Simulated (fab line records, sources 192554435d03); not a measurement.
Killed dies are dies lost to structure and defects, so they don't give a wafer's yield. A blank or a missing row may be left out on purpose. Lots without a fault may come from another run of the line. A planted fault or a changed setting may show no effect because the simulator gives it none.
A struck lot beside a sound one | flow n5_finfet | 38 steps out of a route of 1938
Sound: wafers L267.2, L267.3, L267.5. Struck: wafers L277.1, L277.2, L277.5. The cause comes at the end.
At each step with rows: each side's tool, then ch and its chambers, then its first start. Under that, the readings that differ: sound wafers | struck wafers | difference of the means | sigmas: that difference in standard deviations of wafers without a fault.
alike: readings whose means differ by less than 2 such deviations, and words and numbers that are the same on both sides. not compared: withheld readings, readings that some wafer has no value for, bounds like >300 that may hide the same value, and numbers for which the record gives no deviation and whose values overlap.
The two part at a step that has a row with sigmas, a row that says differs or no value, or rows on one side only. Numbers that don't overlap but have no deviation are shown without sigmas and don't part them. A reading that every wafer of one side lacks parts them only if that side has two wafers or more.

first, 9 steps without rows for these wafers: N5_PMOS_HMC_CHANNEL_EPI_PRECLEAN_40 (cleans in DHF, time 30 s); N5_PMOS_HMC_CHANNEL_EPI_PRECLEAN_37 (cleans in O3/DIW, time 45 s); N5_PMOS_HMC_CHANNEL_EPI_PRECLEAN_24 (cleans in DHF, time 30 s); N5_PMOS_HMC_CHANNEL_EPI_SRD_25 (time 30 s); N5_PMOS_HMC_CHANNEL_EPI_EPI_26 (deposits Si from SiH4/H2, target thk 3.8 nm, time 22.7 s); N5_FIN_SAQP_PRECLEAN_42 (cleans in O3/DIW, time 60 s); N5_FIN_SAQP_PRECLEAN_00 (cleans in SC1, time 60 s); N5_FIN_SAQP_PRECLEAN_44 (cleans in SC2, time 45 s); N5_FIN_SAQP_SRD_01 (time 30 s).
N5_FIN_SAQP_ALD_61: deposits SiO2, target thk 4 nm, pulse time 1 s, purge time 2 s.
  sound on ald_sin-02 ch 2,3, day 2 09:17; struck on ald_sin-02 ch 1,2,3, day 4 20:41
  reading                                   | sound                | struck               | difference | sigmas
  heater_power_w (W)                        | 433 495 506          | 336 392 390          | -105       | -3
  susceptor_temp_C (C)                      | 299.98 300.01 300.08 | 269.24 268.81 269.06 | -30.99     | -99 or more
  model.SiO2_of_FIN_SAQP_ALD_61.thk_nm (nm) | 3.99 4.002 4.036     | 4.436 4.471 4.445    | +0.441     |
  alike: precursor_pulse_height_rel
then, 24 steps without rows for these wafers: N5_FIN_SAQP_DENSIFY_62 (time 60 s); N5_FIN_SAQP_HM_DEP_03 (deposits SiNx from SiH4/NH3/N2, target thk 38 nm, time 33.6 s); N5_FIN_SAQP_PECVD_47 (deposits a-Si from SiH4/He, target thk 45 nm, time 36.3 s); N5_FIN_SAQP_PECVD_48 (deposits SiNx from SiH4/NH3/N2, target thk 25 nm, time 22.1 s); N5_FIN_SAQP_PECVD_06 (deposits a-Si from SiH4/He, target thk 60 nm, time 48.1 s); N5_FIN_SAQP_HM_DEP_72 (deposits SiO2 from SiH4/N2O, target thk 12 nm, time 7.2 s); N5_FIN_SAQP_COAT_49 (time 60 s, resist thk 100 nm); N5_FIN_SAQP_COAT_50 (time 60 s, resist thk 35 nm); N5_FIN_SAQP_COAT_10 (resist thk 90 nm); N5_FIN_SAQP_EBR_12; N5_FIN_SAQP_SOFTBAKE_11 (time 60 s); N5_FIN_SAQP_EXPOSE_13 (exposes mask FIN CORE, target cd 35.6 nm); N5_FIN_SAQP_PEB_14 (peb time 60 s); N5_FIN_SAQP_DEVELOP_15 (develop time 30 s); N5_FIN_SAQP_DESCUM_21 (chemistry O2, time 7.9 s); N5_FIN_SAQP_ETCH_51 (etches SiARC in CF4, target depth 45.5 nm, time 75.8 s); N5_FIN_SAQP_ETCH_52 (etches SOC in N2/H2, target depth 100 nm, overetch 20 nm, time 150 s); N5_FIN_SAQP_STRIP_53 (strips in N2/H2); N5_FIN_SAQP_HM_OPEN_73 (chemistry CHF3/O2, target SiO2, stops on a-Si, target depth 12 nm, time 16.8 s); N5_FIN_SAQP_STRIP_74 (strips in CHF3/O2); N5_FIN_SAQP_MANDREL_ETCH_22 (etches a-Si in HBr/Cl2, stops on SiNx, target depth 60 nm, bt time 10 s, time 30 s); N5_FIN_SAQP_STRIP_55 (strips in N2/H2); N5_FIN_SAQP_STRIP_23 (strips in SPM, time 750 s); N5_FIN_SAQP_SRD_66 (time 30 s).
N5_FIN_CUT_CUT_ETCH_27: etches SiO2 in CHF3/O2, target depth 4 nm, overetch 2 nm, time 4.9 s.
  sound on rie_diel-02 ch 0,2,3, day 2 16:21; struck on rie_diel-05 ch 0,1, day 5 06:17
  reading                  | sound            | struck            | difference | sigmas
  model.etch.depth_nm (nm) | 3.99 4.002 4.036 | 4.436 4.471 4.445 | +0.441     |
  alike: drypump_motor_current_A, oes_f_703_au, oes_product_au, rf_vpp_V, showerhead_plenum_p_Torr, throttle_valve_pct
  not compared: rf_hours_counter_h
N5_STI_FIN_REVEAL_STRIP_16: strips SiNx in H3PO4, target depth 23.8 nm.
  sound on wet_bench-03 ch 0,2,7, day 3 00:31; struck on wet_bench-03 ch 1,5,7, day 5 15:28
  reading                                   | sound       | struck      | difference | sigmas
  model.SiO2_of_FIN_SAQP_ALD_61.thk_nm (nm) | 3.8 3.8 3.8 | 4.2 4.2 4.2 | +0.4       |
-- the record jumps here: 6 days lie between the struck wafers' starts before and after (it left off in module STI_FIN_REVEAL and takes up again in module BEOL_M4, whose first step shown is number 1111 of the route) --
N5_BEOL_M4_RC_MEAS_101:
  sound on prober-01 ch 0, day 8 09:57; struck on prober-02 ch 0, day 11 16:29
  reading        | sound          | struck         | difference | sigmas
  IOFF_P (nA/um) | 0.15 0.18 0.18 | 0.26 0.28 0.23 | +0.09      | +2
  ION_P (uA/um)  | 452 461 461    | 483 484 479    | +24        | +3
  VT_P (mV)      | -254 -251 -251 | -242 -244 -248 | +7         | +2
  alike: DIBL_N, DIBL_P, IOFF_N, ION_N, SS_N, SS_P, VT_N
then, 1 step without rows for these wafers: N5_PASSIVATION_PROBE_49.

WHERE THEY PART
First at N5_FIN_SAQP_ALD_61; last, within this record, at N5_BEOL_M4_RC_MEAS_101.

WHY: what the simulator had put in
Process parameter drift: ald_sin-02, from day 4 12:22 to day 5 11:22, at N5_FIN_SAQP_ALD_61. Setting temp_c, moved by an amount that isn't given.
